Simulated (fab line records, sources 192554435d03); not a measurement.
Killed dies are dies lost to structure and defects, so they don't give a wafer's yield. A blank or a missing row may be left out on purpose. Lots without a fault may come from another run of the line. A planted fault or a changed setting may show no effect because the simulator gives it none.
Split-lot experiment | flow n5_finfet | 7 lots, 21 wafers read, on a route of 1938 steps

THE SPLIT
At N5_BEOL_M6_TRENCH_ETCH_37 (etches SiCOH lowk in C4F6/O2, target depth 94.435 nm, time 31.5 s), the setting time_s was moved away from the recipe's 31.5 s on 8 of the 21 wafers read, by -17.6% to +22.5%. The other wafers ran this setting at the recipe's value.

FROM THE SPLIT TO THE READING: what the file shows between them, 12 steps
- N5_BEOL_M6_ETCH_41: etches SiCN in CH3F/O2, target depth 29.7 nm, time 52 s
- N5_BEOL_M6_STRIP_80: strips in N2/H2, time 10 s
- N5_BEOL_M6_OCD_MEAS_38
- N5_BEOL_M6_ALD_77: deposits TaN, target thk 2 nm, pulse time 2 s, purge time 3 s (also split here: co_reactant_pulse_time_s)
- N5_BEOL_M6_SURFACE_TREAT_79
- N5_BEOL_M6_CVD_78: deposits Co from CCTBA/H2, target thk 2 nm, time 142.3 s
- N5_BEOL_M6_ECD_50: material Cu, target thk 300 nm
- N5_BEOL_M6_ANNEAL_51: time 90 s
- N5_BEOL_M6_CMP_52: polishes, stops on SiCOH lowk, t overpolish 6.9 s, target thk 80 nm
- N5_BEOL_M6_THK_MEAS_53: measures by xrf
- N5_BEOL_M6_PRE_CLEAN_55: time 15 s
- N5_BEOL_M6_DEP_56: deposits SiCN from 3MS/NH3, target thk 10 nm, time 17.5 s

THE READING
M6_RS, in ohm/sq, at N5_BEOL_M6_RS_MEAS_57 (measures by four-point-probe). Fault-free wafers of this fab line usually give 0.289 ohm/sq, standard deviation 0.0096 ohm/sq.

wafer  | tool, chamber at the split | time_s as run, s | against the recipe | M6_RS, ohm/sq | against lot-mates on the recipe
L075.1 | rie_diel-05, 2             | 31.5             | recipe             | 0.295         | -
L075.2 | rie_diel-05, 3             | 31.5             | recipe             | 0.307         | -
L075.5 | rie_diel-05, 2             | 31.5             | recipe             | 0.295         | -
L080.1 | rie_diel-02, 0             | 31.5             | recipe             | 0.275         | -
L080.3 | rie_diel-02, 3             | 31.5             | recipe             | 0.285         | -
L080.4 | rie_diel-02, 2             | 31.5             | recipe             | 0.288         | -
L086.2 | rie_diel-05, 2             | 31.5             | recipe             | 0.294         | -
L086.3 | rie_diel-05, 3             | 31.5             | recipe             | 0.305         | -
L086.4 | rie_diel-05, 0             | 38.58            | +22.5%             | 0.215         | -0.084
L087.1 | rie_diel-06, 3             | 31.5             | recipe             | 0.306         | -
L087.3 | rie_diel-06, 1             | 31.5             | recipe             | 0.282         | -
L087.5 | rie_diel-06, 0             | 31.5             | recipe             | 0.287         | -
L093.1 | rie_diel-06, 2             | 31.5             | recipe             | 0.288         | -
L093.4 | rie_diel-06, 2             | 33.72            | +7.0%              | 0.262         | -0.026
L093.6 | rie_diel-06, 3             | 33.72            | +7.0%              | 0.278         | -0.010
L095.1 | rie_diel-05, 3             | 31.5             | recipe             | 0.300         | -
L095.4 | rie_diel-05, 0             | 34.24            | +8.7%              | 0.258         | -0.042
L095.6 | rie_diel-05, 3             | 34.24            | +8.7%              | 0.275         | -0.025
L097.1 | rie_diel-02, 1             | 25.95            | -17.6%             | 0.374         | no lot-mate on the recipe
L097.4 | rie_diel-02, 3             | 25.95            | -17.6%             | 0.363         | no lot-mate on the recipe
L097.5 | rie_diel-02, 1             | 25.95            | -17.6%             | 0.374         | no lot-mate on the recipe

THE FIT
A straight line over all 21 wafers: M6_RS changes by -0.00393 ohm/sq for each +1% of time_s; r = -0.97; the points scatter about the line by 0.0098 ohm/sq.
The same after taking each lot's own level away (the mean of its wafers on the recipe; 18 wafers): -0.00366 ohm/sq for each +1%; r = -0.94; scatter 0.0078 ohm/sq.
On that fit, the largest move of time_s shifts the reading by 0.082 ohm/sq.
The lots' own levels span 0.2827 to 0.3000 ohm/sq, that is 1.8 times the standard deviation above.
So the lot-to-lot level changes the slope little: the two slopes agree.
Check: with one of the wafers moved furthest among these (+22.5%) left out of the fit, the line predicts -0.0753 ohm/sq for it against its lot-mates. It came out at -0.0845 ohm/sq against them.

OTHER SPLITS ON THESE WAFERS
These wafers also went through other splits before the reading. Each is held against what the fit with the lots' levels taken away leaves over:
other split on the same wafers             | wafers away from the commonest value | r with M6_RS (lot level and that fit taken away)
N5_BEOL_M4_DESCUM_16 time_s                | 7                                    | +0.07
N5_BEOL_M4_ETCH_64 time_s                  | 9                                    | -0.08
N5_BEOL_M5_HM_DEP_02 target_thk_a          | 8                                    | -0.22
N5_BEOL_M5_COAT_60 spin_rpm                | 5                                    | +0.00
N5_BEOL_M6_ETCH_62 time_s                  | 5                                    | -0.36
N5_BEOL_M6_COAT_22 spin_rpm                | 7                                    | +0.00
N5_BEOL_M6_ALD_77 co_reactant_pulse_time_s | 9                                    | +0.03

THE WHOLE CHAIN: every reading that the file lists as answering this split, in the file's order
step                      | what it does                                                        | reading                                                                      | change (the file's fit)               | r (the file's)
N5_BEOL_M6_TRENCH_ETCH_37 | etches SiCOH lowk in C4F6/O2, target depth 94.435 nm, time 31.5 s   | etch.depth_nm (the simulator's own value, which no gauge read)               | +0.975 nm for each +1% of the setting | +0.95
N5_BEOL_M6_TRENCH_ETCH_37 | etches SiCOH lowk in C4F6/O2, target depth 94.435 nm, time 31.5 s   | BEOL_M6.feature_depth_nm (the simulator's own value, which no gauge read)    | +0.977 nm for each +1% of the setting | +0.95
N5_BEOL_M6_OCD_MEAS_38    |                                                                     | trench_depth_nm                                                              | +0.981 nm for each +1% of the setting | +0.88
N5_BEOL_M6_CMP_52         | polishes, stops on SiCOH lowk, t overpolish 6.9 s, target thk 80 nm | Cu_of_BEOL_M6_ECD_50.thk_nm (the simulator's own value, which no gauge read) | +1.05 nm for each +1% of the setting  | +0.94
N5_BEOL_M6_THK_MEAS_53    | measures by xrf                                                     | M6_THK                                                                       | +1.03 for each +1% of the setting     | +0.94
N5_BEOL_M6_RS_MEAS_57     | measures by four-point-probe                                        | M6_RS                                                                        | -0.00365 for each +1% of the setting  | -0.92

THE FILE'S OWN FIT
M6_RS changes by -0.00365 ohm/sq for each +1% of time_s, r = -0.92.
